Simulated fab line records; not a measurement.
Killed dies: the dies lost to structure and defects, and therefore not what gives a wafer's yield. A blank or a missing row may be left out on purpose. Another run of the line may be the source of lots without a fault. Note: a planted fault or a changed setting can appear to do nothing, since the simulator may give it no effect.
Lot-split experiment | flow n5Finfet | route with 1938 steps; 7 lots, 21 wafers read

## SPLIT DETAILS
At N5_ZERO_LAYER_COAT_05 (resist thk 1000 nm), the setting spinRpm was moved away from the recipe's 1500 rpm on 6 of the 21 wafers read, by -11.0% to +5.3%. This setting was run at the recipe's value on the other wafers.

The split's own step is where the reading is taken.

## THE READING
coat_of_ZERO_LAYER_COAT_05.thkNm (the simulator's own value, which no gauge read), in nm, at N5_ZERO_LAYER_COAT_05 (resist thk 1000 nm). There is no usual value for it anywhere in the file. Here, 15 wafers ran the recipe; their average is 1001.4 nm with a standard deviation of 2.7 nm.

wafer  | tool, chamber at the split | spinRpm as run, rpm | against the recipe | coat_of_ZERO_LAYER_COAT_05.thkNm, nm | against lot-mates on the recipe
L074.2 | lithoTrack-05, 0           | 1389                | -7.4%              | 1040                                 | +37.0
L074.3 | lithoTrack-05, 0           | 1500                | recipe             | 1003                                 | -
L074.5 | lithoTrack-05, 0           | 1389                | -7.4%              | 1039                                 | +36.0
L076.1 | lithoTrack-01, 0           | 1500                | recipe             | 997.9                                | -
L076.4 | lithoTrack-01, 0           | 1500                | recipe             | 998.9                                | -
L076.6 | lithoTrack-01, 0           | 1500                | recipe             | 1004                                 | -
L077.1 | lithoTrack-05, 0           | 1500                | recipe             | 1002                                 | -
L077.3 | lithoTrack-05, 0           | 1439                | -4.1%              | 1025                                 | +23.5
L077.5 | lithoTrack-05, 0           | 1500                | recipe             | 1001                                 | -
L082.2 | lithoTrack-05, 0           | 1500                | recipe             | 997.2                                | -
L082.3 | lithoTrack-05, 0           | 1500                | recipe             | 1001                                 | -
L082.6 | lithoTrack-05, 0           | 1335                | -11.0%             | 1058                                 | +58.9
L086.1 | lithoTrack-01, 0           | 1500                | recipe             | 998.8                                | -
L086.2 | lithoTrack-01, 0           | 1579                | +5.3%              | 974.7                                | -22.9
L086.5 | lithoTrack-01, 0           | 1500                | recipe             | 996.5                                | -
L091.1 | lithoTrack-03, 0           | 1500                | recipe             | 1004                                 | -
L091.2 | lithoTrack-03, 0           | 1500                | recipe             | 1005                                 | -
L091.6 | lithoTrack-03, 0           | 1500                | recipe             | 1003                                 | -
L097.1 | lithoTrack-05, 0           | 1500                | recipe             | 1004                                 | -
L097.4 | lithoTrack-05, 0           | 1500                | recipe             | 1004                                 | -
L097.5 | lithoTrack-05, 0           | 1404                | -6.4%              | 1035                                 | +31.0

THE FIT
A straight line over all 21 wafers: coat_of_ZERO_LAYER_COAT_05.thkNm changes by -5.18 nm for each +1% of spinRpm; r = -0.99; the points scatter about the line by 2.5 nm.
The same after taking each lot's own level away (the mean of its wafers on the recipe; 21 wafers): -5.04 nm for each +1%; r = -1.00; scatter 1.9 nm.
That fit puts the effect of the largest move of spinRpm on the reading at 55 nm.
The lots' own levels span 997.65 to 1004.00 nm, that is 2.3 times the standard deviation above.
The two slopes are in agreement: the lot-to-lot level therefore moves the slope only a little.
Check: for one of the wafers moved furthest among these (-11.0%), held out of the fit, the line's prediction against its lot-mates is +53.9 nm. Against them it came out at +58.9 nm.

## THESE WAFERS: OTHER SPLITS
Before the reading, these wafers also passed through other splits. Each is held against what the fit with the lots' levels taken away leaves over:
other split on the same wafers | wafers away from the commonest value | r with coat_of_ZERO_LAYER_COAT_05.thkNm (lot level and that fit taken away)
N5_ZERO_LAYER_PECVD_02 timeS   | 7                                    | +0.13

## THE WHOLE CHAIN: every reading that the file lists as answering this split, in the file's order
step                   | what it does       | reading                                                                           | change (the file's fit)              | r (the file's)
N5_ZERO_LAYER_COAT_05  | resist thk 1000 nm | coat_of_ZERO_LAYER_COAT_05.thkNm (the simulator's own value, which no gauge read) | -5.07 nm for each +1% of the setting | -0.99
N5_ZERO_LAYER_STRIP_24 | strips in O2       | stripTimeToEndpointS                                                              | withheld for each +1% of the setting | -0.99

## THE FILE'S OWN FIT
coat_of_ZERO_LAYER_COAT_05.thkNm changes by -5.07 nm for each +1% of spinRpm, r = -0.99.
